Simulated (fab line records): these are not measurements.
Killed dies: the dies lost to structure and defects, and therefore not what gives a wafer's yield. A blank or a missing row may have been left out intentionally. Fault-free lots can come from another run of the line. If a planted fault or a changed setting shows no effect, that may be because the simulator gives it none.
What tool caused it?    flow n5 finfet    12 lots with 36 wafers sampled at 3 steps, on a route of 1938 steps

## WHAT THE GAUGES SHOWED, per wafer
N5_BEOL_M0_SAQP_THK_MEAS_05.
lot   measured      on             thk nm (nm)
L075  day 5 20:21   film metro-01  59.9 60.1 60.9
L077  day 6 11:36   film metro-01  60.3 59.9 60.7
L079  day 6 22:14   film metro-01  60.0 60.3 60.5
L081  day 7 13:22   film metro-01  60.0 60.5 60.6
L084  day 7 23:30   film metro-01  58.5 59.6 59.3
L085  day 8 07:54   film metro-01  58.7 58.6 60.3
L087  day 8 18:12   film metro-01  59.8 60.4 61.1
L089  day 9 05:25   film metro-02  59.4 59.4 60.4
L091  day 9 12:56   film metro-02  58.8 59.9 60.3
L093  day 10 03:55  film metro-02  59.1 60.4 60.6
L095  day 11 12:38  film metro-01  57.6 60.0 59.7
L097  day 12 05:10  film metro-02  60.1 61.5 61.4

## WHAT TOOL EACH LOT RAN ON (gives the tool, then ch and the chambers of the sampled wafers, and finally the start)
lot   N5_MOL_CONTACT_COAG_CVD_140    N5_BEOL_M0_SAQP_PECVD_97
L075  cvd w-02 ch 0,1, day 5 14:55   pecvd-04 ch 0,1,2, day 5 20:13
L077  cvd w-02 ch 0,1, day 6 06:34   pecvd-04 ch 0,1, day 6 11:28
L079  cvd w-01 ch 0,1, day 6 14:54   pecvd-02 ch 0,1,2, day 6 22:07
L081  cvd w-02 ch 1, day 7 06:19     pecvd-02 ch 0,2, day 7 13:14
L084  cvd w-02 ch 0,1, day 7 18:10   pecvd-03 ch 1,2, day 7 23:19
L085  cvd w-01 ch 0,1, day 8 02:41   pecvd-04 ch 1,2, day 8 07:46
L087  cvd w-01 ch 1, day 8 10:59     pecvd-03 ch 0,1,2, day 8 18:04
L089  cvd w-01 ch 0,1, day 9 01:00   pecvd-04 ch 0,1,2, day 9 05:17
L091  cvd w-02 ch 0, day 9 08:30     pecvd-04 ch 1,2, day 9 12:49
L093  cvd w-01 ch 0,1, day 9 22:47   pecvd-02 ch 0,1, day 10 03:44
L095  cvd w-02 ch 0,1, day 11 07:06  pecvd-03 ch 1,2, day 11 12:29
L097  cvd w-01 ch 0,1, day 12 00:23  pecvd-02 ch 0,1, day 12 05:01
- N5_MOL_CONTACT_COAG_CVD_140: deposits W, target thk 66.5 nm, time 215 s.
- N5_BEOL_M0_SAQP_PECVD_97: deposits SiNx from SiH4/NH3/N2, target thk 23 nm, time 19.9 s.

## THE ANSWER, worked out from the rows above alone
Rule: the usual values come from the lots themselves. The widest of any qualifying gaps counts: lots, ordered by their means at a reading, are off when they make up no more than a third of the lots, leave a main group of 4 or more, and stand apart from it by 3 or more times the standard deviation of that group's means. A main group is skipped when, at the precision printed for the reading in the tables above, its means are all equal. Also off: a lot with no number at a reading for which 4 or more lots have one. All remaining lots with rows at the step are treated as sound.
No lot is off on any of the readings shown, so nothing can be concluded from this.

## WHAT THE SIMULATOR HAD PUT IN
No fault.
